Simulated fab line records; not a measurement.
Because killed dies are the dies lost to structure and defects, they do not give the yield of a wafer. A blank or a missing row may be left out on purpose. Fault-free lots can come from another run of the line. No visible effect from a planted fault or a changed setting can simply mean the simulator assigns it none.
Split-lot experiment    flow n5Finfet    7 lots, 21 wafers read, on a route of 1938 steps

== SPLIT DETAILS ==
At N5_ZERO_LAYER_EXPOSE_08 (exposes mask ZERO, defocus 0 nm, target cd 2000 nm), the setting doseMj was moved away from the recipe's 16.2 on 7 of the 21 wafers read, by -5.7% to +4.1%. For the rest of the wafers, this setting stayed at what the recipe calls for.

== FROM THE SPLIT TO THE READING: what the file shows between them, 3 steps ==
- N5_ZERO_LAYER_PEB_09
- N5_ZERO_LAYER_DEVELOP_10: develop time 60 s
- N5_ZERO_LAYER_HARDBAKE_23: time 120 s

== THE READING ==
At N5_ZERO_LAYER_CD_MEAS_11: cdNm in nanometres, against a target cd of 2000 nm. Fault-free wafers of this fab line usually give 2000.3 nm, standard deviation 1.4 nm.

wafer   tool, chamber at the split  doseMj as run  against the recipe  cdNm, nm  against lot-mates on the recipe
L075.2  krfScanner-01, 0            16.2           recipe              2001.7    -
L075.3  krfScanner-01, 0            16.2           recipe              2002.3    -
L075.4  krfScanner-01, 0            16.2           recipe              2000.1    -
L077.1  krfScanner-01, 0            16.2           recipe              1999.5    -
L077.3  krfScanner-01, 0            16.85          +4.0%               2006.0    +6.5
L077.4  krfScanner-01, 0            16.85          +4.0%               2006.3    +6.8
L078.1  krfScanner-01, 0            16.2           recipe              2001.4    -
L078.3  krfScanner-01, 0            16.2           recipe              2002.2    -
L078.6  krfScanner-01, 0            15.28          -5.7%               1989.8    -12.0
L084.2  krfScanner-02, 0            16.2           recipe              2001.4    -
L084.4  krfScanner-02, 0            16.2           recipe              2000.1    -
L084.6  krfScanner-02, 0            16.2           recipe              1998.8    -
L087.1  krfScanner-02, 0            16.2           recipe              2001.4    -
L087.5  krfScanner-02, 0            16.2           recipe              1997.4    -
L087.6  krfScanner-02, 0            16.2           recipe              1998.1    -
L088.2  krfScanner-01, 0            16.2           recipe              2000.9    -
L088.3  krfScanner-01, 0            16.86          +4.1%               2008.0    +7.1
L088.6  krfScanner-01, 0            16.86          +4.1%               2008.6    +7.7
L091.1  krfScanner-02, 0            16.73          +3.3%               2005.9    +4.9
L091.4  krfScanner-02, 0            16.2           recipe              2001.0    -
L091.6  krfScanner-02, 0            16.73          +3.3%               2006.4    +5.4

FIT RESULTS
A straight line over all 21 wafers: cdNm changes by +1.76 nm for each +1% of doseMj; r = +0.95; the points scatter about the line by 1.4 nm.
The same after taking each lot's own level away (the mean of its wafers on the recipe; 21 wafers): +1.84 nm for each +1%; r = +0.97; scatter 1 nm.
According to that fit, moving doseMj by its largest amount changes the reading by 10 nm.
The lots' own levels span 1998.97 to 2001.80 nm, that is 2.0 times the standard deviation above.
So the lot-to-lot level changes the slope little: the two slopes agree.
Check: for one of the wafers moved furthest among these (-5.7%), held out of the fit, the line's prediction against its lot-mates is -9.67 nm. Against them it came out at -12 nm.

== OTHER SPLITS ON THESE WAFERS ==
Other splits were also applied to these wafers ahead of the reading. Each is held against what the fit with the lots' levels taken away leaves over:
other split on the same wafers  wafers away from the commonest value  r with cdNm (lot level and that fit taken away)
N5_ZERO_LAYER_PECVD_02 timeS    5                                     -0.09

== THE FILE'S OWN FIT ==
cdNm changes by +1.87 nm for each +1% of doseMj, r = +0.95.
